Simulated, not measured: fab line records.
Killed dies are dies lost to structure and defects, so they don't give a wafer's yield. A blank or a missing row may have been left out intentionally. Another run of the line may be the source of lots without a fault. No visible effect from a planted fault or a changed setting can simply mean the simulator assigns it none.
Matching of chambers :: flow n5-finfet :: N5_BEOL_M8_CURE_74 on uv-cure-02: 3 sister chambers
The step cures SiCOH lowk, time 240 s. 14 wafers are shown with their chamber, then 7 later ones without.

== WAFERS PAIRED WITH THEIR CHAMBERS ==
wafer: L076.1
chamber: 1
wafer_temp_C_max: 387.0
lamp-power-pct (%): 52.34

wafer: L076.4
chamber: 1
wafer_temp_C_max: 387.5
lamp-power-pct (%): 52.28

wafer: L076.6
chamber: 1
wafer_temp_C_max: 387.7
lamp-power-pct (%): 52.26

wafer: L077.3
chamber: 0
wafer_temp_C_max: 386.2
lamp-power-pct (%): 52.34

wafer: L077.5
chamber: 0
wafer_temp_C_max: 386.8
lamp-power-pct (%): 52.34

wafer: L077.6
chamber: 0
wafer_temp_C_max: 386.4
lamp-power-pct (%): 52.36

wafer: L084.1
chamber: 2
wafer_temp_C_max: 386.5
lamp-power-pct (%): 52.31

wafer: L084.3
chamber: 2
wafer_temp_C_max: 386.8
lamp-power-pct (%): 52.28

wafer: L084.4
chamber: 2
wafer_temp_C_max: 386.6
lamp-power-pct (%): 52.28

wafer: L085.1
chamber: 2
wafer_temp_C_max: 386.9
lamp-power-pct (%): 52.27

wafer: L085.4
chamber: 2
wafer_temp_C_max: 386.8
lamp-power-pct (%): 52.23

wafer: L085.6
chamber: 2
wafer_temp_C_max: 386.5
lamp-power-pct (%): 52.35

wafer: L091.2
chamber: 0
wafer_temp_C_max: 386.5
lamp-power-pct (%): 52.31

wafer: L091.3
chamber: 0
wafer_temp_C_max: 386.7
lamp-power-pct (%): 52.29

SIGNATURES (means of the wafers above)
reading: wafer_temp_C_max
chamber 0: 386.520
chamber 1: 387.400
chamber 2: 386.683
scatter within a chamber: 0.241

reading: lamp-power-pct
chamber 0: 52.3280
chamber 1: 52.2933
chamber 2: 52.2867
scatter within a chamber: 0.0365
Rule: distance of a wafer from a chamber = root of the sum over the readings of ((wafer's reading minus chamber's mean) / reading's scatter) squared. The wafer belongs to the nearest chamber; if the next one is less than 2 further off, it can't be placed. The scatter is the square root of a quotient: the sum, over the shown wafers, of each reading's squared deviation from its chamber's mean, divided by wafers minus chambers.

== WAFERS WITH NO CHAMBER GIVEN ==
wafer: L091.6
wafer_temp_C_max: 387.1
lamp-power-pct (%): 52.22

wafer: L094.2
wafer_temp_C_max: 386.7
lamp-power-pct (%): 52.25

wafer: L094.3
wafer_temp_C_max: 386.8
lamp-power-pct (%): 52.24

wafer: L094.5
wafer_temp_C_max: 386.2
lamp-power-pct (%): 52.32

wafer: L097.1
wafer_temp_C_max: 387.5
lamp-power-pct (%): 52.38

wafer: L097.3
wafer_temp_C_max: 386.5
lamp-power-pct (%): 52.40

wafer: L097.5
wafer_temp_C_max: 386.6
lamp-power-pct (%): 52.31

== WHICH CHAMBER EACH ONE RAN IN ==
wafer: L091.6
from the rows above: can't be placed: 1 or 2 or 0
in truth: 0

wafer: L094.2
from the rows above: can't be placed: 2 or 0
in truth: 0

wafer: L094.3
from the rows above: can't be placed: 2 or 0 or 1
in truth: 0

wafer: L094.5
from the rows above: can't be placed: 0 or 2
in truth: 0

wafer: L097.1
from the rows above: can't be placed: 1 or 2 or 0
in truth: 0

wafer: L097.3
from the rows above: can't be placed: 0 or 2
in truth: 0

wafer: L097.5
from the rows above: can't be placed: 0 or 2
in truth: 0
Correct placement for 0 of the 7. These rows do not allow placing 7 (true chamber among the candidates in 7). Placed wrongly: 0.
